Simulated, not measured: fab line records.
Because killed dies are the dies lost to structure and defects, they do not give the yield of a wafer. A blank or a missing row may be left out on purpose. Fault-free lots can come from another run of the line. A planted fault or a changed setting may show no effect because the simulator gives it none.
fab line records	flow n5-finfet
record lots=5	wafers=14	last-day=17
route steps=1938 shown FIN_CUT@178 STI_FIN_REVEAL@183 DUMMY_GATE@212 BEOL_M4@1111 PASSIVATION@1936
lots with no fault: from the same line, run without faults
start-h: the number of hours between the record's first day and the start of the first shown wafer of the lot	wait-h: time in hours since the lot's previous step	" repeats the value in the row above	L1.1+2: one row covering several wafers at once	- no value, or no start given	* or withheld: withheld	< > ~ a bound
route shown NAME@n: a module of which the file shows steps, and the number in the route of the first	usual: the fault-free wafers' mean and standard deviation	same: alike in all rows	chamber/n: place in a boat	sites: each site's reading	_std_site: standard deviation across them	_edge_site: mean of outer sites minus mean of inner sites	radius-mm: how far each site lies from the wafer's centre	mask NAME#n: copy n	behind: the last tool/chamber to shape the wafer	hold: the reason the lot was held/the length of the hold in hours/how it ended	device: the transistor (n, p or np) that didn't switch	end of line: tests run on the same wafers once the route is complete	a step without rows: its recipe alone	killed: count of dies lost to structure and defects at first sort (not the wafer's yield)	map: the dies of a wafer, with x for killed, . for not killed, _ for no die there
set.NAME: the setting the step ran with; set.NAME@STEP: the setting that earlier step ran with	model.NAME: the simulator's own value behind a step, which no gauge read
certain route steps with their lots: each step a table, each wafer a row
services: a tool's chamber out of use, with start hour (start-h, from the record's first day; less than 0 if before it), hours out, and reason
## steps
# step N5_FIN_CUT_STRIP_22
# recipe chemistry=N2/H2	power-w=500	temp-c=40	pressure-mtorr=50	rf-frequency-hz=6e+07	overash-fraction=0.3	bias-power-w=8	h2-frac=0.5	n2-flow-sccm=300	h2-flow-sccm=300
# step N5_FIN_CUT_PRECLEAN_36
# recipe chemistry=O3/DIW	time-s=60	temp-c=22	o3-ppm=10
# step N5_FIN_CUT_SRD_32
# recipe dry=ipa-marangoni	time-s=30	temp-c=23	rinse-liquid=diw
# step N5_FIN_CUT_UV_OZONE_34
# recipe time-s=120	pressure-torr=760	temp-c=25
# step N5_FIN_CUT_INSPECT_17
# recipe inspect-instrument=brightfield	mode=aei
# usual raw-defect-count=242/66
lot.wafer	tool	chamber	start-h	wait-h	raw-defect-count
L159.2	defect-inspect-02	-	47.24	0.0	218
L159.3	"	-	"	"	242
L159.5	"	-	"	"	403
L160.2	defect-inspect-01	-	52.58	0.0	184
L160.4	"	-	"	"	211
L160.6	"	-	"	"	192
L166.3	defect-inspect-01	-	92.77	0.0	321
L166.4	"	-	"	"	260
L166.6	"	-	"	"	279
L177.1	defect-inspect-01	-	153.70	0.0	194
L177.2	"	-	"	"	192
L179.1	defect-inspect-02	-	165.76	0.0	299
L179.2	"	-	"	"	268
L179.6	"	-	"	"	307
# step N5_STI_FIN_REVEAL_ALD_00
# recipe material=SiO2	target-thk-a=10	temp-c=300	ald-precursor-family=BDEAS	ald-co-reactant=O2-plasma	pulse-time-s=1	pressure-torr=2
# step N5_STI_FIN_REVEAL_ALD_14
# recipe material=Si3N4	target-thk-a=30	temp-c=400	ald-precursor-family=SiH2I2	ald-co-reactant=N2/H2-plasma	pressure-torr=2
# step N5_STI_FIN_REVEAL_FCVD_FILL_01
# recipe material=SiO2_flowable	target-thk-a=3120	temp-c=100	pressure-torr=0.8	rf-w=2000	time-s=512.2
# step N5_STI_FIN_REVEAL_DENSIFY_02
# recipe temp-c=650	ambient=steam	time-s=1800	idle-temp-c=400	densification-p-h2o-torr=640
# step N5_STI_FIN_REVEAL_CMP_04
# recipe stop-on=Si3N4	t-overpolish-s=4	down-force-psi=2	platen-rpm=54.18	post-cmp-clean=alkaline-brush	pad-velocity-m-s=1.078	target-thk-nm=131.83
# usual motor-current-A=7.6/0.93	overpolish-run-s=4.000/0.0098	time-to-endpoint-s=101/5.3
lot.wafer	tool	chamber	start-h	wait-h	motor-current-A	overpolish-run-s	time-to-endpoint-s
L159.2	cmp-04	3	52.36	0.0	7.3	4.008	98
L159.3	"	1	"	"	8.4	4.005	94
L159.5	"	0	"	"	6.7	4.004	94
L160.4	cmp-03	3	57.84	0.1	6.3	4.006	102
L160.2	"	0	"	"	6.6	4.001	100
L160.6	"	2	"	"	7.8	4.005	102
L166.3	cmp-03	2	99.24	0.2	8.7	3.993	108
L166.4	"	3	"	"	6.4	4.003	105
L166.6	"	1	"	"	8.0	3.977	109
L177.2	cmp-02	2	158.86	0.1	9.0	4.008	104
L177.1	"	3	"	"	7.0	3.998	106
L179.1	cmp-04	3	170.88	0.0	8.0	3.990	102
L179.2	"	0	"	"	6.7	3.999	101
L179.6	"	0	"	"	6.7	4.000	100
# step N5_STI_FIN_REVEAL_THK_MEAS_05
# usual thk-nm=131.4/1.4
lot.wafer	tool	chamber	start-h	wait-h	thk-nm
L159.2	film-metro-01	-	52.66	-	130.5
L159.3	"	-	"	"	130.5
L159.5	"	-	"	"	130.5
L160.2	film-metro-02	-	58.09	-	131.4
L160.4	"	-	"	"	132.5
L160.6	"	-	"	"	131.9
L166.3	film-metro-02	-	99.46	-	131.6
L166.4	"	-	"	"	133.5
L166.6	"	-	"	"	133.8
L177.1	film-metro-02	-	159.12	-	132.8
L177.2	"	-	"	"	130.8
L179.1	film-metro-01	-	171.18	-	129.8
L179.2	"	-	"	"	130.2
L179.6	"	-	"	"	128.2
# step N5_STI_FIN_REVEAL_DENSIFY_30
# recipe temp-c=*	time-s=*	ambient=N2	idle-temp-c=600	ramp-up-c-per-s=150	ramp-down-c-per-s=60	cool-to-c=600
# usual lamp-power-pct=11.53/0.045	wafer_temp_C_max=*
lot.wafer	tool	chamber	start-h	wait-h	lamp-power-pct	wafer_temp_C_max
L159.2	rtp-anneal-02	0	52.97	0.3	11.59	*
L159.3	"	0	"	"	11.55	*
L159.5	"	0	"	"	11.53	*
L160.2	rtp-anneal-02	0	58.15	0.1	11.53	*
L160.4	"	0	"	"	11.46	*
L160.6	"	0	"	"	11.54	*
L166.3	rtp-anneal-02	0	99.55	0.1	11.52	*
L166.4	"	0	"	"	11.50	*
L166.6	"	0	"	"	11.55	*
L177.1	rtp-anneal-02	0	159.31	0.2	11.57	*
L177.2	"	0	"	"	11.56	*
L179.1	rtp-anneal-01	0	171.24	0.1	11.47	*
L179.2	"	0	"	"	11.47	*
L179.6	"	0	"	"	11.47	*
# step N5_STI_FIN_REVEAL_ETCHBACK_08
# recipe chemistry=C4F6/O2	target=SiO2	target-depth-a=305	time-s=10.167	ion-energy-ev=250	pressure-mtorr=30	source-w=345	bias-w=185	Ar_flow_sccm=300	C4F6_flow_sccm=10	O2_flow_sccm=10
# usual O2_flow_sccm=9.996/0.028	drypump-motor-current-A=5.6/0.43	oes-product-au=0.79/0.088	rf-vpp-V=666/12	showerhead-plenum-p-Torr=2.86/0.083	throttle-valve-pct=21.26/0.25
lot.wafer	tool	chamber	start-h	wait-h	O2_flow_sccm	drypump-motor-current-A	oes-product-au	rf-hours-counter-h	rf-vpp-V	showerhead-plenum-p-Torr	throttle-valve-pct
L159.2	rie-diel-06	3	53.15	0.2	9.981	4.9	0.69	240	651	2.79	21.59
L159.3	"	2	"	"	10.021	5.4	0.69	247	664	2.69	21.09
L159.5	"	3	"	"	9.988	4.9	0.69	-	652	2.79	21.60
L160.2	rie-diel-02	1	58.33	0.2	10.038	6.2	0.81	76	654	2.86	21.10
L160.4	"	0	"	"	9.964	5.2	0.71	235	674	2.83	21.48
L160.6	"	0	"	"	10.026	5.2	0.70	-	673	2.83	21.47
L166.3	rie-diel-03	0	99.79	0.2	9.982	5.4	0.72	209	675	2.70	21.17
L166.4	"	1	"	"	9.977	6.2	0.73	205	670	2.84	21.73
L166.6	"	3	"	"	10.009	6.2	0.89	-	648	2.89	20.94
L177.1	rie-diel-02	2	159.53	0.2	9.979	5.8	0.89	37	664	2.80	21.27
L177.2	"	0	"	"	10.040	5.2	1.23	14	673	2.81	21.36
L179.1	rie-diel-03	0	171.52	0.3	9.997	5.4	0.71	230	675	2.70	21.18
L179.2	"	3	"	"	10.004	6.2	0.85	75	647	2.88	20.95
L179.6	"	3	"	"	9.984	6.2	0.85	-	648	2.88	20.95
# step N5_STI_FIN_REVEAL_STRIP_24
# recipe chemistry=N2/H2	time-s=90	power-w=100	temp-c=40	pressure-mtorr=100	rf-frequency-hz=6e+07	bias-power-w=3	n2-flow-sccm=300	h2-flow-sccm=300
# usual drypump-motor-current-A=5.6/0.43	n2-flow-sccm=300.1/0.91	oes-product-au=0.79/0.089	rf-vpp-V=45.4/0.74	showerhead-plenum-p-Torr=3.39/0.1	throttle-valve-pct=12.28/0.26
lot.wafer	tool	chamber	start-h	wait-h	drypump-motor-current-A	n2-flow-sccm	oes-product-au	rf-hours-counter-h	rf-vpp-V	showerhead-plenum-p-Torr	throttle-valve-pct
L159.2	rie-diel-06	3	53.18	0.0	4.9	299.1	0.70	240	46.4	3.31	12.70
L159.3	"	2	"	"	5.4	299.3	0.67	247	44.4	3.20	12.36
L159.5	"	3	"	"	4.9	300.1	0.70	-	45.9	3.31	12.70
L160.2	rie-diel-02	1	58.37	0.0	6.2	300.3	0.80	76	46.3	3.44	12.15
L160.4	"	0	"	"	5.3	300.2	0.69	235	44.5	3.33	12.56
L160.6	"	0	"	"	5.3	301.2	0.69	-	46.2	3.33	12.54
L166.3	rie-diel-03	0	99.83	0.0	5.4	300.2	0.72	209	44.9	3.20	12.28
L166.4	"	1	"	"	6.2	300.3	0.72	205	46.2	3.36	12.75
L166.6	"	3	"	"	6.2	298.9	0.90	-	46.2	3.44	11.96
L177.1	rie-diel-02	2	159.56	0.0	5.7	298.9	0.90	37	45.7	3.30	12.10
L177.2	"	0	"	"	5.3	299.6	0.95	14	45.1	3.32	11.98
L179.1	rie-diel-03	0	171.56	0.0	5.4	299.6	0.71	230	45.4	3.19	12.32
L179.2	"	3	"	"	6.2	299.4	0.85	75	43.8	3.43	12.00
L179.6	"	3	"	"	6.2	299.7	0.84	-	45.7	3.43	12.03
# step N5_STI_FIN_REVEAL_PRECLEAN_25
# recipe chemistry=SPM	time-s=90	temp-c=120	mix=4:1
# step N5_STI_FIN_REVEAL_PRECLEAN_26
# recipe chemistry=SC1	time-s=45	temp-c=46	mix=1:2:100
# step N5_STI_FIN_REVEAL_PRECLEAN_29
# recipe chemistry=DHF	time-s=30	temp-c=25	dilution=300:1
# step N5_STI_FIN_REVEAL_SRD_12
# recipe time-s=30	temp-c=23	rinse-liquid=diw	dry=ipa-marangoni
# step N5_STI_FIN_REVEAL_RECESS_09
# recipe chemistry=HF/NH3	target=SiO2	afs-cycles=11	target-depth-a=425	temp-c=30	sublimation-temp-c=180	sublimation-time-s=60
# step N5_STI_FIN_REVEAL_STRIP_16
# recipe chemistry=H3PO4	material=SiNx	temp-c=165	target-depth-a=238	overetch-fraction=0.4964	dry=ipa-marangoni
# step N5_STI_FIN_REVEAL_PRECLEAN_17
# recipe chemistry=NF3:NH3	afs-cycles=1	temp-c=30	time-s=20	sublimation-temp-c=180	sublimation-time-s=60	pressure-torr=3	rf-power-w=30
# step N5_STI_FIN_REVEAL_ETCH_34
# recipe chemistry=H2	mode=isotropic	material=Si	target=Si	target-depth-a=9.7	temp-c=20	pressure-mtorr=4.5	icp-w=300	bias-w=0	h2-flow-sccm=7.5	he-flow-sccm=142.5
# usual drypump-motor-current-A=5.9/0.45	oes-product-au=0.995/0.013	throttle-valve-pct=25.9/0.45
lot.wafer	tool	chamber	start-h	wait-h	drypump-motor-current-A	oes-product-au	rf-hours-counter-h	throttle-valve-pct
L159.2	rie-si-05	3	55.52	0.1	6.5	0.976	141	26.1
L159.3	"	1	"	"	6.2	0.978	72	26.2
L159.5	"	3	"	"	6.5	0.975	-	26.1
L160.2	rie-si-05	0	60.67	0.1	6.0	0.983	102	26.7
L160.4	"	1	"	"	6.2	0.994	72	26.2
L160.6	"	0	"	"	6.0	0.986	-	26.7
L166.3	rie-si-03	2	102.39	0.1	5.9	0.984	92	24.9
L166.4	"	1	"	"	5.4	0.996	6	25.6
L166.6	"	0	"	"	6.6	0.973	-	25.4
L177.1	rie-si-03	3	161.87	0.2	5.4	1.009	40	25.8
L177.2	"	0	"	"	6.7	0.969	97	25.4
L179.1	rie-si-03	1	173.87	0.2	5.4	0.984	7	25.6
L179.2	"	0	"	"	6.7	0.964	97	25.4
L179.6	"	0	"	"	6.7	0.963	-	25.4
# step N5_STI_FIN_REVEAL_OXIDATION_31
# recipe chemistry=O2_PLASMA_REMOTE	temp-c=150	time-s=20	pressure-mtorr=1000	source-power-w=2000	o2-flow-sccm=3000
# step N5_STI_FIN_REVEAL_PRECLEAN_32
# recipe chemistry=NF3:NH3	afs-cycles=1	temp-c=30	time-s=20	sublimation-temp-c=180	sublimation-time-s=60	pressure-torr=3	rf-power-w=30
# step N5_STI_FIN_REVEAL_STRIP_35
# recipe chemistry=H3PO4	material=Si3N4	temp-c=165	target-depth-a=40	time-s=39
# step N5_STI_FIN_REVEAL_SRD_21
# recipe dry=ipa-marangoni	time-s=30	temp-c=23	rinse-liquid=diw
# step N5_STI_FIN_REVEAL_OXIDATION_33
# recipe chemistry=O2_PLASMA_REMOTE	temp-c=150	time-s=20	pressure-mtorr=1000	source-power-w=2000	o2-flow-sccm=3000
# step N5_STI_FIN_REVEAL_CLEAN_19
# recipe chemistry=O3/DIW	temp-c=25	time-s=120	o3-ppm=10
# step N5_STI_FIN_REVEAL_SRD_23
# recipe dry=ipa-marangoni	time-s=30	temp-c=23	rinse-liquid=diw
# step N5_STI_FIN_REVEAL_CD_MEAS_22
# recipe target-cd-nm=6.238	pitch-nm=28	polarity=line
# usual cd-nm=6.32/0.27
lot.wafer	tool	chamber	start-h	wait-h	cd-nm
L159.2	cd-sem-02	-	56.10	0.0	5.99
L159.3	"	-	"	"	6.63
L159.5	"	-	"	"	6.54
L160.2	cd-sem-02	-	61.25	0.0	5.82
L160.4	"	-	"	"	6.35
L160.6	"	-	"	"	5.86
L166.3	cd-sem-02	-	103.03	0.0	6.12
L166.4	"	-	"	"	6.78
L166.6	"	-	"	"	6.20
L177.1	cd-sem-03	-	162.44	0.0	6.07
L177.2	"	-	"	"	6.25
L179.1	cd-sem-03	-	174.44	0.0	6.35
L179.2	"	-	"	"	6.23
L179.6	"	-	"	"	6.28
# step N5_STI_FIN_REVEAL_FIN_H_MEAS_10
# usual trench-depth-nm=52.4/0.88
lot.wafer	tool	chamber	start-h	wait-h	trench-depth-nm
L159.2	ocd-02	-	56.13	0.0	51.8
L159.3	"	-	"	"	52.7
L159.5	"	-	"	"	51.2
L160.2	ocd-02	-	61.28	0.0	51.5
L160.4	"	-	"	"	51.8
L160.6	"	-	"	"	51.4
L166.3	ocd-01	-	103.06	0.0	52.3
L166.4	"	-	"	"	53.7
L166.6	"	-	"	"	53.7
L177.1	ocd-01	-	162.47	0.0	52.8
L177.2	"	-	"	"	66.8
L179.1	ocd-01	-	174.47	0.0	51.4
L179.2	"	-	"	"	51.9
L179.6	"	-	"	"	51.8
# step N5_STI_FIN_REVEAL_PRECLEAN_18
# recipe chemistry=SC2	time-s=45	temp-c=35	mix=1:1:50
# step N5_STI_FIN_REVEAL_SRD_28
# recipe dry=ipa-marangoni	time-s=30	temp-c=23	rinse-liquid=diw
# step N5_STI_FIN_REVEAL_INSPECT_13
# recipe inspect-instrument=darkfield	mode=post-clean
# usual raw-defect-count=13/5.8
lot.wafer	tool	chamber	start-h	wait-h	raw-defect-count
L159.2	defect-inspect-02	-	56.22	0.0	7
L159.3	"	-	"	"	10
L159.5	"	-	"	"	17
L160.2	defect-inspect-01	-	61.37	0.0	11
L160.4	"	-	"	"	7
L160.6	"	-	"	"	12
L166.3	defect-inspect-01	-	103.14	0.0	13
L166.4	"	-	"	"	14
L166.6	"	-	"	"	17
L177.1	defect-inspect-02	-	162.56	0.0	12
L177.2	"	-	"	"	12
L179.1	defect-inspect-02	-	174.56	0.0	11
L179.2	"	-	"	"	12
L179.6	"	-	"	"	8
# step N5_DUMMY_GATE_PRECLEAN_00
# recipe chemistry=O3/DIW	time-s=60	temp-c=22	o3-ppm=10
# step N5_DUMMY_GATE_SRD_01
# recipe time-s=30	temp-c=23	rinse-liquid=diw	dry=ipa-marangoni
# step N5_DUMMY_GATE_ALD_02
# recipe material=SiO2	target-thk-a=20	temp-c=300	ald-precursor-family=BDEAS	ald-co-reactant=O2-plasma	pulse-time-s=1	pressure-torr=2
# usual heater-power-w=493/36	precursor-pulse-height-rel=0.999/0.02
lot.wafer	tool	chamber	start-h	wait-h	heater-power-w	precursor-pulse-height-rel	since-wet-clean-h
L159.2	ald-sin-03	2	56.31	0.0	496	0.975	48
L159.3	"	3	"	"	469	0.960	48
L159.5	"	0	"	"	521	0.996	-
L160.2	ald-sin-01	1	61.46	0.0	477	0.998	158
L160.4	"	2	"	"	463	0.997	158
L160.6	"	0	"	"	474	1.025	-
L166.3	ald-sin-04	3	103.24	0.0	525	1.019	3
L166.4	"	2	"	"	523	0.960	3
L166.6	"	3	"	"	553	0.997	-
L177.1	ald-sin-01	3	162.66	0.0	561	1.022	260
L177.2	"	2	"	"	477	0.994	260
L179.1	ald-sin-01	2	174.65	0.0	466	1.001	272
L179.2	"	1	"	"	472	1.006	272
L179.6	"	0	"	"	473	1.012	-
# step N5_DUMMY_GATE_CVD_03
# recipe material=a-Si	target-thk-a=1500	temp-c=530	precursor=SiH4	time-s=8042
# step N5_DUMMY_GATE_PRECLEAN_46
# recipe chemistry=DIW	time-s=89.5	temp-c=23
# step N5_DUMMY_GATE_SRD_47
# recipe dry-time-s=32	dry=n2-spin	spin-rpm=1500
# step N5_DUMMY_GATE_CMP_04
# recipe material=a-Si	post-cmp-clean=alkaline-brush
# step N5_DUMMY_GATE_THK_MEAS_05
# usual thk-nm=71.9/1.1
lot.wafer	tool	chamber	start-h	wait-h	thk-nm
L159.2	film-metro-02	-	60.39	0.2	71.8
L159.3	"	-	"	"	71.7
L159.5	"	-	"	"	71.6
L160.2	film-metro-01	-	66.79	0.1	72.7
L160.4	"	-	"	"	73.6
L160.6	"	-	"	"	71.6
L166.3	film-metro-01	-	107.34	0.2	70.9
L166.4	"	-	"	"	71.3
L166.6	"	-	"	"	69.9
L177.1	film-metro-02	-	166.74	0.2	71.2
L177.2	"	-	"	"	70.4
L179.1	film-metro-02	-	178.73	0.2	70.8
L179.2	"	-	"	"	70.8
L179.6	"	-	"	"	71.3
# step N5_BEOL_M4_RC_MEAS_101
# usual DIBL_N=36.8/2.1	DIBL_P=37.1/2.2	IOFF_N=0.18/0.037	IOFF_P=0.23/0.041	ION_N=682/13	ION_P=467/8.6	SS_N=71.7/0.61	SS_P=73.5/0.6	VT_N=248/3.4	VT_P=-249/3.5
lot.wafer	tool	chamber	start-h	wait-h	DIBL_N[mV/V]	DIBL_P[mV/V]	IOFF_N[nA/um]	IOFF_P[nA/um]	ION_N[uA/um]	ION_P[uA/um]	SS_N[mV/dec]	SS_P[mV/dec]	VT_N[mV]	VT_P[mV]
L159.2	prober-02	0	182.50	0.2	36.2	36.3	0.16	0.21	659	453	71.0	73.0	248	-250
L159.3	"	0	"	"	38.0	38.2	0.20	0.24	702	469	71.2	74.3	245	-247
L159.5	"	0	"	"	36.8	36.6	0.17	0.21	675	458	71.2	73.3	248	-253
L160.2	prober-02	0	188.98	0.2	35.4	36.6	0.17	0.22	678	466	72.2	74.3	248	-251
L160.4	"	0	"	"	32.3	32.9	0.13	0.18	667	457	71.6	72.6	253	-251
L160.6	"	0	"	"	32.6	32.3	0.13	0.17	665	453	71.4	72.5	252	-251
L166.3	prober-02	0	234.19	0.3	36.3	38.2	0.17	0.20	684	463	71.8	74.1	247	-252
L166.4	"	0	"	"	36.8	39.4	0.20	0.22	703	478	71.8	74.2	246	-251
L166.6	"	0	"	"	36.6	38.9	0.18	0.21	701	470	71.6	73.7	246	-252
L177.1	prober-01	0	302.47	0.0	35.6	38.4	0.16	0.25	682	473	71.1	72.8	251	-244
L177.2	"	0	"	"	34.4	36.8	0.17	0.23	750	473	71.3	73.1	247	-246
L179.1	prober-01	0	306.53	0.0	37.8	37.7	0.18	0.24	668	465	72.1	73.9	248	-248
L179.2	"	0	"	"	37.3	36.7	0.17	0.22	686	470	71.5	73.5	248	-250
L179.6	"	0	"	"	36.2	34.8	0.14	0.19	666	461	71.0	73.1	252	-251
# step N5_PASSIVATION_PROBE_49
# usual defect-limited-yield=91.0/1.4	killed_at_M0_to_M3=35/10	killed_at_M4_up=13/6	killed-at-contacts=13/6.4	killed-at-front-end=42/12	killed-at-other=3.2/2.4	killed-dies=107/17	killed-open=69/13	killed-short=33/7.3	sort_bin_5_function=5.3/0.92	sort_bin_6_memory=3.3/0.66	sort-n-pass=1073/17	sort-yield-pct=90.9/1.4
# same gross-dies=1180	killed-at-back-side=0	sort_bin_4_leakage[%]=0	sort_bin_8_speed[%]=0
lot.wafer	tool	chamber	start-h	wait-h	defect-limited-yield[%]	killed_at_M0_to_M3	killed_at_M4_up	killed-at-contacts	killed-at-front-end	killed-at-other	killed-dies	killed-open	killed-short	sort_bin_5_function[%]	sort_bin_6_memory[%]	sort-n-pass	sort-yield-pct[%]
L159.2	prober-01	-	283.28	0.1	92.1	27	18	8	38	2	93	57	32	4.4	3.5	1087	92.1
L159.3	prober-01	-	283.33	0.1	92.1	38	11	4	38	2	93	47	43	4.5	3.1	1087	92.1
L159.5	prober-01	-	283.43	0.2	90.8	23	28	3	52	2	108	76	30	4.8	4.2	1072	90.8
L160.2	prober-02	-	291.58	0.1	90.5	24	12	14	58	4	112	74	26	5.7	3.1	1068	90.5
L160.4	prober-02	-	291.68	0.2	92.5	33	18	8	29	1	89	58	30	4.2	2.8	1091	92.5
L160.6	prober-02	-	291.78	0.3	92.3	24	7	23	35	2	91	57	29	4.9	2.5	1089	92.3
L166.3	prober-01	-	337.82	0.1	90.5	22	32	22	33	3	112	71	37	6.1	3.1	1068	90.5
L166.4	prober-01	-	337.87	0.2	90.3	27	10	24	51	2	114	77	32	6.4	3.1	1066	90.3
L166.6	prober-01	-	337.97	0.3	90.5	19	28	18	44	3	112	77	32	5.9	3.3	1068	90.5
L177.1	prober-01	-	404.93	0.0	91.4	41	17	12	30	2	102	65	34	5.1	3.2	1078	91.4
L177.2	prober-01	-	404.98	0.1	92.1	26	17	13	37	0	93	67	26	3.7	3.8	1087	92.1
L179.1	prober-01	-	410.92	0.0	88.0	51	19	12	56	4	142	98	36	7.4	4.2	1038	88.0
L179.2	prober-01	-	410.97	0.1	90.4	35	11	17	49	1	113	77	31	4.5	4.7	1067	90.4
L179.6	prober-01	-	411.17	0.3	90.9	37	14	21	33	2	107	73	33	5.3	3.5	1073	90.9
# killed by level:class
L159.2 STI_FIN_REVEAL:geometric-particle:open=10 FIN_SAQP:geometric-particle:short=6 BEOL_M4:geometric-particle:open=6 BEOL_M0_SAQP:geometric-particle:open=5 BEOL_M1:geometric-particle:open=5 MOL_CONTACT_COAG:geometric-particle:open=4 BEOL_M2:geometric-particle:open=4 BEOL_M3:geometric-particle:open=4
L159.3 FIN_SAQP:geometric-particle:short=8 BEOL_M0_SAQP:geometric-particle:open=8 BEOL_M0_SAQP:geometric-particle:short=8 GATE_CUT:geometric-particle:short=6 BEOL_M3:geometric-particle:open=6 STI_FIN_REVEAL:geometric-particle:open=5 BEOL_M4:geometric-particle:open=5 STI_FIN_REVEAL:geometric-particle:short=4
L159.5 BEOL_M4:geometric-particle:open=17 FIN_SAQP:geometric-particle:open=12 GATE_CUT:geometric-particle:short=11 BEOL_M0_SAQP:geometric-particle:open=10 STI_FIN_REVEAL:geometric-particle:open=6 GATE_CUT:geometric-particle:open=6 DUMMY_GATE:geometric-particle:open=4 STARTING-WAFER:geometric-particle:short=4
L160.2 MOL_CONTACT_COAG:geometric-particle:open=12 STI_FIN_REVEAL:geometric-particle:open=9 BEOL_M0_SAQP:geometric-particle:open=8 FIN_SAQP:geometric-particle:open=7 HKMG_FIN:area-etch=7 GATE_CUT:geometric-particle:short=6 FIN_SAQP:geometric-particle:short=5 ILD0:geometric-particle:open=5
L160.4 BEOL_M3:geometric-particle:open=10 MOL_CONTACT_COAG:geometric-particle:open=7 BEOL_M5:geometric-particle:open=6 STI_FIN_REVEAL:geometric-particle:open=5 BEOL_M0_SAQP:geometric-particle:short=5 FIN_SAQP:geometric-particle:open=4 GATE_CUT:geometric-particle:short=4 STARTING-WAFER:geometric-particle:short=4
L160.6 MOL_CONTACT_COAG:geometric-particle:open=19 BEOL_M2:geometric-particle:open=8 GATE_CUT:geometric-particle:short=7 FIN_SAQP:geometric-particle:short=5 BEOL_M0_SAQP:geometric-particle:open=5 FIN_SAQP:geometric-particle:open=4 STI_FIN_REVEAL:geometric-particle:open=4 MOL_CONTACT_COAG:geometric-particle:short=4
L166.3 BEOL_M4:geometric-particle:open=18 MOL_CONTACT_COAG:geometric-particle:open=17 BEOL_M0_SAQP:geometric-particle:short=11 ILD0:geometric-particle:open=7 BEOL_M0_SAQP:geometric-particle:open=6 ILD0:geometric-particle:short=5 MOL_CONTACT_COAG:geometric-particle:short=5 BEOL_M6:geometric-particle:open=4
L166.4 MOL_CONTACT_COAG:geometric-particle:open=19 FIN_SAQP:geometric-particle:open=12 DUMMY_GATE:geometric-particle:open=10 ILD0:geometric-particle:open=7 BEOL_M0_SAQP:geometric-particle:open=7 BEOL_M0_SAQP:geometric-particle:short=7 BEOL_M3:geometric-particle:open=6 BEOL_M8:geometric-particle:open=5
L166.6 BEOL_M4:geometric-particle:open=19 MOL_CONTACT_COAG:geometric-particle:open=15 FIN_SAQP:geometric-particle:open=8 FIN_SAQP:geometric-particle:short=8 DUMMY_GATE:geometric-particle:open=6 STI_FIN_REVEAL:geometric-particle:open=6 BEOL_M0_SAQP:geometric-particle:short=6 BEOL_M0_SAQP:geometric-particle:open=4
L177.1 BEOL_M0_SAQP:geometric-particle:open=19 BEOL_M0_SAQP:geometric-particle:short=11 DUMMY_GATE:geometric-particle:open=10 MOL_CONTACT_COAG:geometric-particle:open=9 FIN_SAQP:geometric-particle:short=5 BEOL_M4:geometric-particle:open=5 STARTING-WAFER:geometric-particle:short=4 FIN_SAQP:geometric-particle:open=3
L177.2 MOL_CONTACT_COAG:geometric-particle:open=9 BEOL_M0_SAQP:geometric-particle:open=8 BEOL_M3:geometric-particle:open=8 FIN_SAQP:geometric-particle:open=7 STI_FIN_REVEAL:geometric-particle:open=7 BEOL_M4:geometric-particle:open=7 FIN_SAQP:geometric-particle:short=5 BEOL_M0_SAQP:geometric-particle:short=5
L179.1 BEOL_M1:geometric-particle:open=18 FIN_SAQP:geometric-particle:open=12 STI_FIN_REVEAL:geometric-particle:open=11 MOL_CONTACT_COAG:geometric-particle:open=10 BEOL_M4:geometric-particle:open=10 BEOL_M0_SAQP:geometric-particle:open=7 FIN_SAQP:geometric-particle:short=6 BEOL_M2:geometric-particle:open=6
L179.2 MOL_CONTACT_COAG:geometric-particle:open=13 FIN_SAQP:geometric-particle:open=12 STI_FIN_REVEAL:geometric-particle:open=12 BEOL_M1:geometric-particle:open=10 BEOL_M0_SAQP:geometric-particle:open=9 DUMMY_GATE:geometric-particle:open=5 BEOL_M0_SAQP:geometric-particle:short=5 BEOL_M3:geometric-particle:open=5
L179.6 MOL_CONTACT_COAG:geometric-particle:open=18 BEOL_M1:geometric-particle:open=8 STI_FIN_REVEAL:geometric-particle:open=7 BEOL_M4:geometric-particle:open=7 BEOL_M0_SAQP:geometric-particle:short=7 BEOL_M2:geometric-particle:open=6 FIN_SAQP:geometric-particle:short=5 GATE_CUT:geometric-particle:short=5
## services
tool	chamber	start-h	hours	kind
rie-diel-02	2	28.70	6.8	repair
cmp-02	-	31.33	1.1	repair
cmp-03	-	34.09	4.0	pm
cmp-04	-	39.91	0.8	repair
cmp-04	-	42.51	0.9	repair
cmp-04	-	44.36	4.0	pm
cmp-03	-	47.89	1.2	repair
cmp-03	-	55.53	0.8	repair
cmp-04	-	59.33	2.1	repair
cmp-04	-	70.88	6.8	pm
rie-si-03	-	75.13	0.6	repair
ald-sin-04	-	76.58	6.0	pm
ald-sin-04	-	85.88	14.0	pm
cmp-04	-	99.01	1.8	repair
rie-diel-02	0	101.98	-	clean
rie-diel-02	0	101.98	-	consumable-replace:focus-ring
rtp-anneal-01	-	108.54	51.1	pm
cmp-02	-	113.88	0.6	repair
ald-sin-01	-	120.25	14.6	pm
rie-diel-06	1	126.45	1.2	repair
ald-sin-01	1	135.89	2.6	repair
cmp-03	-	154.68	3.6	repair
rtp-anneal-02	-	159.76	6.4	pm
cmp-04	-	160.39	5.2	repair
## key
first-sign step=N5_STI_FIN_REVEAL_ETCHBACK_08	reading=oes-product-au	direction=up	sigmas=5	usual=0.79	struck=1.23
effect step=N5_STI_FIN_REVEAL_FIN_H_MEAS_10	reading=trench-depth-nm	direction=up	sigmas=16	usual=52.4	struck=66.8
effect step=N5_BEOL_M4_RC_MEAS_101	reading=ION_N	direction=up	sigmas=5.3	usual=682	struck=750
met-at N5_STI_FIN_REVEAL_ETCHBACK_08
struck-wafers L177.2
onset-between 58.33 159.53
fault kind=process-parameter-drift	tool=rie-diel-02	chamber=-	onset-h=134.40	steps=N5_STI_FIN_REVEAL_ETCHBACK_08	channel=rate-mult	offset=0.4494	shape=step	end-h=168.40	scope=struck-wafers-only
